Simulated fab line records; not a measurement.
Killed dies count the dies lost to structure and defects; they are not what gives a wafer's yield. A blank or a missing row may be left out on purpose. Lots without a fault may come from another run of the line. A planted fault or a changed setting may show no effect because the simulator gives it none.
Split-lot experiment ; flow n5Finfet ; route with 1938 steps; 7 lots, 21 wafers read

## ABOUT THE SPLIT
At N5_BEOL_M3_EXPOSE_08 (exposes mask M3), the setting doseMj was moved away from the recipe's 33 on 12 of the 21 wafers read, by -7.2% to +4.3%. The other wafers ran this setting at the recipe's value.

## FROM THE SPLIT TO THE READING: what the file shows between them, 16 steps
- N5_BEOL_M3_PEB_09: peb time 60 s
- N5_BEOL_M3_DEVELOP_10: develop time 30 s
- N5_BEOL_M3_CD_MEAS_11: target cd 17.05 nm
- N5_BEOL_M3_DESCUM_16: chemistry O2, time 7 s
- N5_BEOL_M3_ETCH_74: etches underlayer in N2/H2, target depth 6.5 nm, time 5.2 s
- N5_BEOL_M3_ETCH_63: etches SiARC in CF4, target depth 15.6 nm, time 26 s
- N5_BEOL_M3_ETCH_64: etches SOC in N2/H2, target depth 75 nm, overetch 15 nm, time 112.5 s
- N5_BEOL_M3_STRIP_65: strips in N2/H2
- N5_BEOL_M3_STRIP_75: strips in N2/H2
- N5_BEOL_M3_HM_OPEN_17: chemistry Cl2/BCl3, target TiN, target depth 20 nm, overetch 6 nm
- N5_BEOL_M3_STRIP_19: strips in O2
- N5_BEOL_M3_CD_MEAS_18: pitch 36 nm, target cd 18 nm
- N5_BEOL_M3_COAT_67: time 60 s, resist thk 60 nm
- N5_BEOL_M3_COAT_68: time 60 s, resist thk 12 nm
- N5_BEOL_M3_PRECLEAN_42: cleans in residue remover, time 60 s
- N5_BEOL_M3_SRD_43: time 30 s

## THE READING
cdNm, in nm, at N5_BEOL_M3_CD_MEAS_35 (target cd 18 nm, target cd y 21 nm). Fault-free wafers of this fab line usually give 18.1 nm, standard deviation 0.35 nm.

wafer;tool, chamber at the split;doseMj as run;against the recipe;cdNm, nm;against lot-mates on the recipe
L076.2;euvScanner-01, 0;33;recipe;17.7;-
L076.3;euvScanner-01, 0;33;recipe;18.1;-
L076.6;euvScanner-01, 0;33;recipe;17.7;-
L084.1;euvScanner-02, 0;34.41;+4.3%;18.4;no lot-mate on the recipe
L084.5;euvScanner-02, 0;34.41;+4.3%;18.7;no lot-mate on the recipe
L084.6;euvScanner-02, 0;34.41;+4.3%;18.6;no lot-mate on the recipe
L088.1;euvScanner-01, 0;31.48;-4.6%;17.3;-1.1
L088.4;euvScanner-01, 0;31.48;-4.6%;17.3;-1.1
L088.5;euvScanner-01, 0;33;recipe;18.4;-
L089.2;euvScanner-01, 0;33;recipe;16.9;-
L089.5;euvScanner-01, 0;33;recipe;18.1;-
L089.6;euvScanner-01, 0;33;recipe;17.6;-
L090.3;euvScanner-01, 0;31.29;-5.2%;17.0;-1.4
L090.5;euvScanner-01, 0;33;recipe;18.4;-
L090.6;euvScanner-01, 0;31.29;-5.2%;17.4;-1.0
L093.2;euvScanner-02, 0;30.61;-7.2%;16.8;no lot-mate on the recipe
L093.4;euvScanner-02, 0;30.61;-7.2%;16.6;no lot-mate on the recipe
L093.5;euvScanner-02, 0;30.61;-7.2%;16.9;no lot-mate on the recipe
L094.2;euvScanner-01, 0;33;recipe;18.0;-
L094.4;euvScanner-01, 0;30.68;-7.0%;16.2;-1.8
L094.6;euvScanner-01, 0;30.68;-7.0%;16.2;-1.8

FIT RESULTS
A straight line over all 21 wafers: cdNm changes by +0.17 nm for each +1% of doseMj; r = +0.88; the points scatter about the line by 0.37 nm.
The same after taking each lot's own level away (the mean of its wafers on the recipe; 15 wafers): +0.247 nm for each +1%; r = +0.94; scatter 0.27 nm.
That fit puts the effect of the largest move of doseMj on the reading at 1.8 nm.
From 17.53 to 18.40 nm: that is the span of the lots' own levels, equal to 2.5 times the standard deviation above.
So the slope is not independent of the lot-to-lot level: the two fits are not the same.
Check: with one of the wafers moved furthest among these (-7.0%) left out of the fit, the line predicts -1.7 nm for it against its lot-mates. It came out at -1.8 nm against them.

## THE WHOLE CHAIN: every reading that the file lists as answering this split, in the file's order
step;what it does;reading;change (the file's fit);r (the file's)
N5_BEOL_M3_CD_MEAS_11;target cd 17.05 nm;cdNm;+0.25 nm for each +1% of the setting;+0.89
N5_BEOL_M3_ETCH_74;etches underlayer in N2/H2, target depth 6.5 nm, time 5.2 s;BEOL_M3.cdOffsetNm (the simulator's own value, which no gauge read);+0.203 nm for each +1% of the setting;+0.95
N5_BEOL_M3_ETCH_63;etches SiARC in CF4, target depth 15.6 nm, time 26 s;BEOL_M3.cdOffsetNm (the simulator's own value, which no gauge read);+0.236 nm for each +1% of the setting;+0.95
N5_BEOL_M3_ETCH_64;etches SOC in N2/H2, target depth 75 nm, overetch 15 nm, time 112.5 s;BEOL_M3.cdOffsetNm (the simulator's own value, which no gauge read);+0.208 nm for each +1% of the setting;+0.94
N5_BEOL_M3_CD_MEAS_18;pitch 36 nm, target cd 18 nm;cdNm;+0.256 nm for each +1% of the setting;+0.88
N5_BEOL_M3_CD_MEAS_35;target cd 18 nm, target cd y 21 nm;cdNm;+0.247 nm for each +1% of the setting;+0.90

## FILE'S OWN FIT
cdNm changes by +0.247 nm for each +1% of doseMj, r = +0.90.
